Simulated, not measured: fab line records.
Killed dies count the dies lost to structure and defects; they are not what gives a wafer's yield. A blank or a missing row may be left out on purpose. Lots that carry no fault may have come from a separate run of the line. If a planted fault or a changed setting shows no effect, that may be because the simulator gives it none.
Matching of chambers || flow n5-finfet || N5_SD_EPI_N_LINER_46 on ald-sin-01: 4 sister chambers
The step material SiNx, target thk 3 nm. 7 wafers are shown with their chamber, then 10 later ones without.

## WAFERS, EACH WITH ITS CHAMBER
{"wafer": "L078.3", "chamber": 1, "heater-power-w (W)": 850}
{"wafer": "L078.6", "chamber": 3, "heater-power-w (W)": 801}
{"wafer": "L082.6", "chamber": 3, "heater-power-w (W)": 848}
{"wafer": "L090.5", "chamber": 0, "heater-power-w (W)": 800}
{"wafer": "L090.6", "chamber": 2, "heater-power-w (W)": 823}
{"wafer": "L092.2", "chamber": 2, "heater-power-w (W)": 839}
{"wafer": "L092.5", "chamber": 0, "heater-power-w (W)": 807}

## WAFERS WHOSE CHAMBER IS MISSING
{"wafer": "L092.6", "heater-power-w (W)": 836}
{"wafer": "L093.3", "heater-power-w (W)": 817}
{"wafer": "L093.4", "heater-power-w (W)": 802}
{"wafer": "L093.5", "heater-power-w (W)": 861}
{"wafer": "L096.1", "heater-power-w (W)": 803}
{"wafer": "L096.2", "heater-power-w (W)": 856}
{"wafer": "L096.3", "heater-power-w (W)": 809}
{"wafer": "L096.4", "heater-power-w (W)": 862}
{"wafer": "L096.5", "heater-power-w (W)": 800}
{"wafer": "L096.6", "heater-power-w (W)": 843}

## EACH ONE'S CHAMBER
{"wafer": "L092.6", "from the rows above": "can't be placed: 2 or 3 or 1 or 0", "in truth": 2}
{"wafer": "L093.3", "from the rows above": "can't be placed: 3 or 0 or 2 or 1", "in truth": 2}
{"wafer": "L093.4", "from the rows above": "can't be placed: 0 or 3 or 2", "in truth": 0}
{"wafer": "L093.5", "from the rows above": "can't be placed: 1 or 2 or 3", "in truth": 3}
{"wafer": "L096.1", "from the rows above": "can't be placed: 0 or 3 or 2", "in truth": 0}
{"wafer": "L096.2", "from the rows above": "can't be placed: 1 or 2 or 3", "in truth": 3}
{"wafer": "L096.3", "from the rows above": "can't be placed: 0 or 3 or 2 or 1", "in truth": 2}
{"wafer": "L096.4", "from the rows above": "can't be placed: 1 or 2 or 3", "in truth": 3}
{"wafer": "L096.5", "from the rows above": "can't be placed: 0 or 3 or 2", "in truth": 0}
{"wafer": "L096.6", "from the rows above": "can't be placed: 1 or 2 or 3 or 0", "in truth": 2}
Placed correctly: 0 of 10. Not placeable from these rows: 10 (in 10, the candidates include the true chamber). Placed wrongly: 0.
How it was worked out, from the rows above alone: a wafer's distance from a chamber is the root of the sum, over the readings, of the square of ((its reading less the chamber's mean) divided by the reading's scatter). The wafer belongs to the nearest chamber; if the next one is less than 2 further off, it can't be placed. For every chamber, the mean is computed from those of its wafers that are shown. The scatter is the square root of a quotient: the sum, over the shown wafers, of each reading's squared deviation from its chamber's mean, divided by wafers minus chambers.
